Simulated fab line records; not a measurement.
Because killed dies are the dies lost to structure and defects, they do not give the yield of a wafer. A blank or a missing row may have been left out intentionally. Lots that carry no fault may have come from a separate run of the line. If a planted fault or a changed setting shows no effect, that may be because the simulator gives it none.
The tool behind it: which one? || flow nand_harc || 36 wafers from 12 lots sampled at 5 of the route's 1159 steps

WHAT THE GAUGES READ, wafer by wafer
NHARC_END_SORT_01.
{"lot": "L588", "measured": "day 20 16:59", "on": "prober-01", "defect_limited_yield (%)": "96.2 95.7 95.1", "killed_at_array": "21 26 27", "killed_at_other": "0 0 1", "killed_at_periphery": "5 3 5", "killed_dies": "26 29 33", "killed_open": "5 3 4", "killed_short": "2 4 2", "sort_bin_2_pct (%)": "1.3 1.8 1.5", "sort_bin_3_pct (%)": "0.15 0 0.44", "sort_bin_4_pct (%)": "2.4 2.5 3.0", "sort_n_pass": "651 648 644", "sort_rim_yield_pct (%)": "96.2 96.2 95.3", "sort_yield_pct (%)": "96.2 95.7 95.1"}
{"lot": "L587", "measured": "day 20 01:25", "on": "prober-01", "defect_limited_yield (%)": "95.7 94.2 96.2", "killed_at_array": "24 37 24", "killed_at_other": "0 1 0", "killed_at_periphery": "5 1 2", "killed_dies": "29 39 26", "killed_open": "6 4 4", "killed_short": "1 2 1", "sort_bin_2_pct (%)": "1.9 2.1 2.1", "sort_bin_3_pct (%)": "0.15 0.15 0.15", "sort_bin_4_pct (%)": "2.2 3.5 1.6", "sort_n_pass": "648 638 651", "sort_rim_yield_pct (%)": "97.2 97.2 97.2", "sort_yield_pct (%)": "95.7 94.2 96.2"}
{"lot": "L590", "measured": "day 19 19:59", "on": "prober-01", "defect_limited_yield (%)": "94.7 95.9 95.1", "killed_at_array": "33 26 29", "killed_at_other": "0 1 1", "killed_at_periphery": "3 1 3", "killed_dies": "36 28 33", "killed_open": "4 3 4", "killed_short": "1 3 2", "sort_bin_2_pct (%)": "1.3 1.0 1.2", "sort_bin_3_pct (%)": "0.30 0.15 0.15", "sort_bin_4_pct (%)": "3.7 3.0 3.5", "sort_n_pass": "641 649 644", "sort_rim_yield_pct (%)": "97.2 99.1 91.5", "sort_yield_pct (%)": "94.7 95.9 95.1"}
{"lot": "L591", "measured": "day 20 17:45", "on": "prober-02", "defect_limited_yield (%)": "96.8 95.0 95.4", "killed_at_array": "18 27 26", "killed_at_other": "0 0 0", "killed_at_periphery": "4 7 5", "killed_dies": "22 34 31", "killed_open": "6 5 6", "killed_short": "3 4 3", "sort_bin_2_pct (%)": "1.3 1.8 1.2", "sort_bin_3_pct (%)": "0.15 0.15 0.15", "sort_bin_4_pct (%)": "1.8 3.1 3.2", "sort_n_pass": "655 643 646", "sort_rim_yield_pct (%)": "97.2 96.2 96.2", "sort_yield_pct (%)": "96.8 95.0 95.4"}
{"lot": "L593", "measured": "day 21 16:07", "on": "prober-01", "defect_limited_yield (%)": "95.1 95.7 95.6", "killed_at_array": "32 26 27", "killed_at_other": "1 0 0", "killed_at_periphery": "0 3 3", "killed_dies": "33 29 30", "killed_open": "2 4 4", "killed_short": "2 1 2", "sort_bin_2_pct (%)": "1.2 0.7 1.0", "sort_bin_3_pct (%)": "0.30 0 0.15", "sort_bin_4_pct (%)": "3.4 3.5 3.2", "sort_n_pass": "644 648 647", "sort_rim_yield_pct (%)": "96.2 95.3 94.3", "sort_yield_pct (%)": "95.1 95.7 95.6"}
{"lot": "L592", "measured": "day 20 10:45", "on": "prober-02", "defect_limited_yield (%)": "97.2 95.0 96.0", "killed_at_array": "15 24 22", "killed_at_other": "0 2 0", "killed_at_periphery": "4 8 5", "killed_dies": "19 34 27", "killed_open": "3 6 2", "killed_short": "3 1 2", "sort_bin_2_pct (%)": "1.2 1.9 1.3", "sort_bin_3_pct (%)": "0 0 0.15", "sort_bin_4_pct (%)": "1.6 3.1 2.5", "sort_n_pass": "658 643 650", "sort_rim_yield_pct (%)": "95.3 96.2 98.1", "sort_yield_pct (%)": "97.2 95.0 96.0"}
{"lot": "L594", "measured": "day 21 22:19", "on": "prober-01", "defect_limited_yield (%)": "95.9 94.4 95.4", "killed_at_array": "25 34 28", "killed_at_other": "0 1 2", "killed_at_periphery": "3 3 1", "killed_dies": "28 38 31", "killed_open": "1 3 3", "killed_short": "4 1 1", "sort_bin_2_pct (%)": "1.6 1.6 0.9", "sort_bin_3_pct (%)": "0.15 0.74 0.59", "sort_bin_4_pct (%)": "2.4 3.2 3.1", "sort_n_pass": "649 639 646", "sort_rim_yield_pct (%)": "95.3 95.3 98.1", "sort_yield_pct (%)": "95.9 94.4 95.4"}
{"lot": "L595", "measured": "day 21 06:38", "on": "prober-02", "defect_limited_yield (%)": "96.5 97.3 97.2", "killed_at_array": "15 15 16", "killed_at_other": "0 0 1", "killed_at_periphery": "9 3 2", "killed_dies": "24 18 19", "killed_open": "3 1 3", "killed_short": "1 2 0", "sort_bin_2_pct (%)": "1.3 0.9 1.0", "sort_bin_3_pct (%)": "0.30 0 0", "sort_bin_4_pct (%)": "1.9 1.8 1.8", "sort_n_pass": "653 659 658", "sort_rim_yield_pct (%)": "98.1 99.1 97.2", "sort_yield_pct (%)": "96.5 97.3 97.2"}
{"lot": "L596", "measured": "day 21 08:16", "on": "prober-01", "defect_limited_yield (%)": "96.8 95.3 96.5", "killed_at_array": "17 24 21", "killed_at_other": "2 4 1", "killed_at_periphery": "3 4 2", "killed_dies": "22 32 24", "killed_open": "4 5 3", "killed_short": "2 7 5", "sort_bin_2_pct (%)": "0.6 0.9 0.9", "sort_bin_3_pct (%)": "0.15 0.30 0.15", "sort_bin_4_pct (%)": "2.5 3.5 2.5", "sort_n_pass": "655 645 653", "sort_rim_yield_pct (%)": "96.2 93.4 94.3", "sort_yield_pct (%)": "96.8 95.3 96.5"}
{"lot": "L605", "measured": "day 23 22:02", "on": "prober-02", "defect_limited_yield (%)": "0 92.8 91.3", "killed_at_array": "55 47 52", "killed_at_other": "1 0 4", "killed_at_periphery": "621 2 3", "killed_dies": "677 49 59", "killed_open": "1 1 4", "killed_short": "3 3 4", "sort_bin_2_pct (%)": "94.1 1.9 2.2", "sort_bin_3_pct (%)": "0.74 0.59 0.89", "sort_bin_4_pct (%)": "5.2 4.7 5.6", "sort_n_pass": "0 628 618", "sort_rim_yield_pct (%)": "0 98.1 97.2", "sort_yield_pct (%)": "0 92.8 91.3"}
{"lot": "L608", "measured": "day 24 19:11", "on": "prober-01", "defect_limited_yield (%)": "0 95.0 0", "killed_at_array": "41 32 37", "killed_at_other": "0 0 1", "killed_at_periphery": "636 2 639", "killed_dies": "677 34 677", "killed_open": "5 2 3", "killed_short": "3 1 1", "sort_bin_2_pct (%)": "95.9 1.9 95.9", "sort_bin_3_pct (%)": "1.18 0.30 0.30", "sort_bin_4_pct (%)": "3.0 2.8 3.8", "sort_n_pass": "0 643 0", "sort_rim_yield_pct (%)": "0 97.2 0", "sort_yield_pct (%)": "0 95.0 0"}
{"lot": "L610", "measured": "day 24 19:13", "on": "prober-02", "defect_limited_yield (%)": "95.7 96.2 95.4", "killed_at_array": "28 24 28", "killed_at_other": "0 0 0", "killed_at_periphery": "1 2 3", "killed_dies": "29 26 31", "killed_open": "3 1 5", "killed_short": "4 3 2", "sort_bin_2_pct (%)": "1.3 1.2 1.2", "sort_bin_3_pct (%)": "0 0 0.30", "sort_bin_4_pct (%)": "3.0 2.7 3.1", "sort_n_pass": "648 651 646", "sort_rim_yield_pct (%)": "98.1 91.5 98.1", "sort_yield_pct (%)": "95.7 96.2 95.4"}

EACH LOT AND THE TOOL THAT RAN IT (in order: tool; ch and the chambers of the sampled wafers; start)
{"lot": "L588", "NHARC_P_M0_PVD_21": "pvd_sputter-03, day 6 00:47", "NHARC_A_BONDPAD_CMP_19": "cmp-03 ch 1,2,3, day 18 15:34", "NHARC_HYBRID_BOND_ACTIVATE_00": "rie_diel-02 ch 1,3, day 18 16:11", "NHARC_THIN_TSV_PVD_19": "pvd_sputter-03, day 20 16:59 or earlier"}
{"lot": "L587", "NHARC_P_M0_PVD_21": "pvd_sputter-02, day 6 01:23", "NHARC_A_BONDPAD_CMP_19": "cmp-03 ch 0,1,3, day 18 14:59", "NHARC_HYBRID_BOND_ACTIVATE_00": "rie_diel-02 ch 0,1,2, day 18 15:37", "NHARC_THIN_TSV_PVD_19": "pvd_sputter-03, day 20 01:25 or earlier"}
{"lot": "L590", "NHARC_P_M0_PVD_21": "pvd_sputter-01, day 6 13:57", "NHARC_A_BONDPAD_CMP_19": "cmp-04 ch 0,1, day 18 08:17", "NHARC_HYBRID_BOND_ACTIVATE_00": "rie_diel-02 ch 0,1,3, day 18 08:55", "NHARC_THIN_TSV_PVD_19": "pvd_sputter-02, day 19 19:59 or earlier"}
{"lot": "L591", "NHARC_P_M0_PVD_21": "pvd_sputter-01, day 6 18:58", "NHARC_A_BONDPAD_CMP_19": "cmp-04 ch 0,1,3, day 18 18:10", "NHARC_HYBRID_BOND_ACTIVATE_00": "rie_diel-07 ch 0,3, day 18 18:47", "NHARC_THIN_TSV_PVD_19": "pvd_sputter-02, day 20 17:45 or earlier"}
{"lot": "L593", "NHARC_P_M0_PVD_21": "pvd_sputter-03, day 7 01:35", "NHARC_A_BONDPAD_CMP_19": "cmp-02 ch 1,2,3, day 19 07:13", "NHARC_HYBRID_BOND_ACTIVATE_00": "rie_diel-02 ch 0,1, day 19 07:49", "NHARC_THIN_TSV_PVD_19": "pvd_sputter-03, day 21 16:07 or earlier"}
{"lot": "L592", "NHARC_P_M0_PVD_21": "pvd_sputter-02, day 7 02:23", "NHARC_A_BONDPAD_CMP_19": "cmp-03 ch 1,2,3, day 18 16:02", "NHARC_HYBRID_BOND_ACTIVATE_00": "rie_diel-02 ch 0,2,3, day 18 16:43", "NHARC_THIN_TSV_PVD_19": "pvd_sputter-02, day 20 10:45 or earlier"}
{"lot": "L594", "NHARC_P_M0_PVD_21": "pvd_sputter-02, day 7 19:01", "NHARC_A_BONDPAD_CMP_19": "cmp-03 ch 0,1,2, day 19 15:44", "NHARC_HYBRID_BOND_ACTIVATE_00": "rie_diel-02 ch 1,2,3, day 19 16:19", "NHARC_THIN_TSV_PVD_19": "pvd_sputter-03, day 21 22:19 or earlier"}
{"lot": "L595", "NHARC_P_M0_PVD_21": "pvd_sputter-02, day 7 20:19", "NHARC_A_BONDPAD_CMP_19": "cmp-03 ch 0,3, day 19 18:23", "NHARC_HYBRID_BOND_ACTIVATE_00": "rie_diel-07 ch 0,1,3, day 19 19:00", "NHARC_THIN_TSV_PVD_19": "pvd_sputter-03, day 21 06:38 or earlier"}
{"lot": "L596", "NHARC_P_M0_PVD_21": "pvd_sputter-03, day 7 20:52", "NHARC_A_BONDPAD_CMP_19": "cmp-03 ch 0,1,3, day 19 17:21", "NHARC_HYBRID_BOND_ACTIVATE_00": "rie_diel-02 ch 0,1,3, day 19 17:56", "NHARC_THIN_TSV_PVD_19": "pvd_sputter-03, day 21 08:16 or earlier"}
{"lot": "L605", "NHARC_P_M0_PVD_21": "pvd_sputter-01, day 10 07:28", "NHARC_A_BONDPAD_CMP_19": "cmp-02 ch 0,3, day 22 14:32", "NHARC_HYBRID_BOND_ACTIVATE_00": "rie_diel-07 ch 0,3, day 22 15:08", "NHARC_THIN_TSV_PVD_19": "pvd_sputter-01, day 23 22:02 or earlier"}
{"lot": "L608", "NHARC_P_M0_PVD_21": "pvd_sputter-01, day 11 00:35", "NHARC_A_BONDPAD_CMP_19": "cmp-02 ch 0, day 23 09:51", "NHARC_HYBRID_BOND_ACTIVATE_00": "rie_diel-07 ch 0, day 23 10:27", "NHARC_THIN_TSV_PVD_19": "pvd_sputter-03, day 24 19:11 or earlier"}
{"lot": "L610", "NHARC_P_M0_PVD_21": "pvd_sputter-03, day 11 16:46", "NHARC_A_BONDPAD_CMP_19": "cmp-04 ch 2,3, day 23 12:13", "NHARC_HYBRID_BOND_ACTIVATE_00": "rie_diel-02 ch 0,1, day 23 12:49", "NHARC_THIN_TSV_PVD_19": "pvd_sputter-02, day 24 19:13 or earlier"}
- NHARC_P_M0_PVD_21: deposits Cu, target thk 30 nm, time 20.49 s.
- NHARC_A_BONDPAD_CMP_19: polishes, t overpolish 30 s, cu recess touch 16 s, target thk 169.8 nm.
- NHARC_HYBRID_BOND_ACTIVATE_00: chemistry N2, time 60 s.
- NHARC_THIN_TSV_PVD_19: deposits TaN, target thk 20 nm.

AS READ BY THE TOOLS THEMSELVES (means over the sampled wafers that have a number; for cases with no such wafer, the mark the record gives instead)
NHARC_P_M0_PVD_21.
{"lot": "L588", "tool": "pvd_sputter-03", "throttle_valve_pct (%)": 32.1}
{"lot": "L587", "tool": "pvd_sputter-02", "throttle_valve_pct (%)": 30.3}
{"lot": "L590", "tool": "pvd_sputter-01", "throttle_valve_pct (%)": 29.1}
{"lot": "L591", "tool": "pvd_sputter-01", "throttle_valve_pct (%)": 29.8}
{"lot": "L593", "tool": "pvd_sputter-03", "throttle_valve_pct (%)": 31.0}
{"lot": "L592", "tool": "pvd_sputter-02", "throttle_valve_pct (%)": 30.2}
{"lot": "L594", "tool": "pvd_sputter-02", "throttle_valve_pct (%)": 30.3}
{"lot": "L595", "tool": "pvd_sputter-02", "throttle_valve_pct (%)": 30.9}
{"lot": "L596", "tool": "pvd_sputter-03", "throttle_valve_pct (%)": 30.5}
{"lot": "L605", "tool": "pvd_sputter-01", "throttle_valve_pct (%)": 30.1}
{"lot": "L608", "tool": "pvd_sputter-01", "throttle_valve_pct (%)": 30.3}
{"lot": "L610", "tool": "pvd_sputter-03", "throttle_valve_pct (%)": 31.3}

NHARC_A_BONDPAD_CMP_19.
{"lot": "L588", "tool": "cmp-03", "motor_current_A (A)": 12.7, "overpolish_run_s (s)": 29.992}
{"lot": "L587", "tool": "cmp-03", "motor_current_A (A)": 12.4, "overpolish_run_s (s)": 30.001}
{"lot": "L590", "tool": "cmp-04", "motor_current_A (A)": 12.0, "overpolish_run_s (s)": 30.009}
{"lot": "L591", "tool": "cmp-04", "motor_current_A (A)": 12.4, "overpolish_run_s (s)": 30.003}
{"lot": "L593", "tool": "cmp-02", "motor_current_A (A)": 11.3, "overpolish_run_s (s)": 29.989}
{"lot": "L592", "tool": "cmp-03", "motor_current_A (A)": 12.5, "overpolish_run_s (s)": 29.993}
{"lot": "L594", "tool": "cmp-03", "motor_current_A (A)": 12.8, "overpolish_run_s (s)": 30.006}
{"lot": "L595", "tool": "cmp-03", "motor_current_A (A)": 12.3, "overpolish_run_s (s)": 30.009}
{"lot": "L596", "tool": "cmp-03", "motor_current_A (A)": 12.5, "overpolish_run_s (s)": 30.000}
{"lot": "L605", "tool": "cmp-02", "motor_current_A (A)": 12.0, "overpolish_run_s (s)": 29.999}
{"lot": "L608", "tool": "cmp-02", "motor_current_A (A)": 13.1, "overpolish_run_s (s)": 29.986}
{"lot": "L610", "tool": "cmp-04", "motor_current_A (A)": 14.6, "overpolish_run_s (s)": 29.998}

NHARC_HYBRID_BOND_ACTIVATE_00.
{"lot": "L588", "tool": "rie_diel-02", "drypump_motor_current_A (A)": 5.7, "mfc_ar_sccm (sccm)": 0.012, "oes_product_au (a.u.)": 1.017, "rf_vpp_V (V)": 64.4, "showerhead_plenum_p_Torr (Torr)": 1.85}
{"lot": "L587", "tool": "rie_diel-02", "drypump_motor_current_A (A)": 5.8, "mfc_ar_sccm (sccm)": 0.012, "oes_product_au (a.u.)": 1.009, "rf_vpp_V (V)": 63.8, "showerhead_plenum_p_Torr (Torr)": 1.76}
{"lot": "L590", "tool": "rie_diel-02", "drypump_motor_current_A (A)": 5.8, "mfc_ar_sccm (sccm)": 0.012, "oes_product_au (a.u.)": 1.014, "rf_vpp_V (V)": 64.1, "showerhead_plenum_p_Torr (Torr)": 1.78}
{"lot": "L591", "tool": "rie_diel-07", "drypump_motor_current_A (A)": 6.5, "mfc_ar_sccm (sccm)": 0.021, "oes_product_au (a.u.)": 1.003, "rf_vpp_V (V)": 64.2, "showerhead_plenum_p_Torr (Torr)": 1.72}
{"lot": "L593", "tool": "rie_diel-02", "drypump_motor_current_A (A)": 5.7, "mfc_ar_sccm (sccm)": 0.012, "oes_product_au (a.u.)": 1.002, "rf_vpp_V (V)": 63.5, "showerhead_plenum_p_Torr (Torr)": 1.71}
{"lot": "L592", "tool": "rie_diel-02", "drypump_motor_current_A (A)": 5.7, "mfc_ar_sccm (sccm)": 0.000, "oes_product_au (a.u.)": 1.005, "rf_vpp_V (V)": 64.7, "showerhead_plenum_p_Torr (Torr)": 1.76}
{"lot": "L594", "tool": "rie_diel-02", "drypump_motor_current_A (A)": 5.8, "mfc_ar_sccm (sccm)": 0.012, "oes_product_au (a.u.)": 1.009, "rf_vpp_V (V)": 64.0, "showerhead_plenum_p_Torr (Torr)": 1.82}
{"lot": "L595", "tool": "rie_diel-07", "drypump_motor_current_A (A)": 6.2, "mfc_ar_sccm (sccm)": 0.011, "oes_product_au (a.u.)": 0.996, "rf_vpp_V (V)": 63.5, "showerhead_plenum_p_Torr (Torr)": 1.71}
{"lot": "L596", "tool": "rie_diel-02", "drypump_motor_current_A (A)": 5.7, "mfc_ar_sccm (sccm)": 0.012, "oes_product_au (a.u.)": 1.008, "rf_vpp_V (V)": 64.1, "showerhead_plenum_p_Torr (Torr)": 1.78}
{"lot": "L605", "tool": "rie_diel-07", "drypump_motor_current_A (A)": 6.4, "mfc_ar_sccm (sccm)": 0.016, "oes_product_au (a.u.)": 1.000, "rf_vpp_V (V)": 63.6, "showerhead_plenum_p_Torr (Torr)": 1.73}
{"lot": "L608", "tool": "rie_diel-07", "drypump_motor_current_A (A)": 6.5, "mfc_ar_sccm (sccm)": 0.032, "oes_product_au (a.u.)": 0.997, "rf_vpp_V (V)": 62.2, "showerhead_plenum_p_Torr (Torr)": 1.67}
{"lot": "L610", "tool": "rie_diel-02", "drypump_motor_current_A (A)": 5.7, "mfc_ar_sccm (sccm)": 0.023, "oes_product_au (a.u.)": 1.008, "rf_vpp_V (V)": 64.8, "showerhead_plenum_p_Torr (Torr)": 1.77}

NHARC_THIN_TSV_PVD_19.
{"lot": "L588", "tool": "pvd_sputter-03", "throttle_valve_pct (%)": 29.0}
{"lot": "L587", "tool": "pvd_sputter-03", "throttle_valve_pct (%)": 29.8}
{"lot": "L590", "tool": "pvd_sputter-02", "throttle_valve_pct (%)": 30.3}
{"lot": "L591", "tool": "pvd_sputter-02", "throttle_valve_pct (%)": 30.8}
{"lot": "L593", "tool": "pvd_sputter-03", "throttle_valve_pct (%)": 30.0}
{"lot": "L592", "tool": "pvd_sputter-02", "throttle_valve_pct (%)": 31.4}
{"lot": "L594", "tool": "pvd_sputter-03", "throttle_valve_pct (%)": 30.8}
{"lot": "L595", "tool": "pvd_sputter-03", "throttle_valve_pct (%)": 31.2}
{"lot": "L596", "tool": "pvd_sputter-03", "throttle_valve_pct (%)": 29.5}
{"lot": "L605", "tool": "pvd_sputter-01", "throttle_valve_pct (%)": 30.8}
{"lot": "L608", "tool": "pvd_sputter-03", "throttle_valve_pct (%)": 30.0}
{"lot": "L610", "tool": "pvd_sputter-02", "throttle_valve_pct (%)": 30.5}

THE ANSWER, worked out from the rows above alone
Rule: the usual values come from the lots themselves. Put in order of their means at a reading, lots are off if they are a third of the lots or fewer, leave a main group of 4 or more, and stand apart from it by a gap of 3 or more times the standard deviation of the main group's means; of several such gaps the widest counts. Not used: any main group whose means are identical at the precision the tables above print for the reading. A lot without any number at a reading at which 4 lots or more have one is off too. Where the step has rows for the other lots, those lots are counted as sound. Order of review: gauges by route order, followed by the tools' own readings, for which a lot's mean as printed above is used. The first step at which some lot is off is used, and at that step the reading that is off furthest; a lot without a number counts as furthest.
Off: L605, L608, at NHARC_END_SORT_01 (killed_at_periphery). The main group: mean 3.4, standard deviation 1.4.
If a tool, at a process step before that reading, ran all the lots that are off and no sound lot after the first of them, it fits. Not tried: the gauges at NHARC_END_SORT_01; whatever is off there is also off at NHARC_HYBRID_BOND_ACTIVATE_00, on other tools, and gauge error can't account for it. NHARC_THIN_TSV_PVD_19 gives no start for some lots, so the hours and the order of its lots are those of NHARC_END_SORT_01. Can't be told from this: 3 tools fit, pvd_sputter-01 at NHARC_P_M0_PVD_21, cmp-02 at NHARC_A_BONDPAD_CMP_19, rie_diel-07 at NHARC_HYBRID_BOND_ACTIVATE_00.

WHAT THE SIMULATOR PUT IN
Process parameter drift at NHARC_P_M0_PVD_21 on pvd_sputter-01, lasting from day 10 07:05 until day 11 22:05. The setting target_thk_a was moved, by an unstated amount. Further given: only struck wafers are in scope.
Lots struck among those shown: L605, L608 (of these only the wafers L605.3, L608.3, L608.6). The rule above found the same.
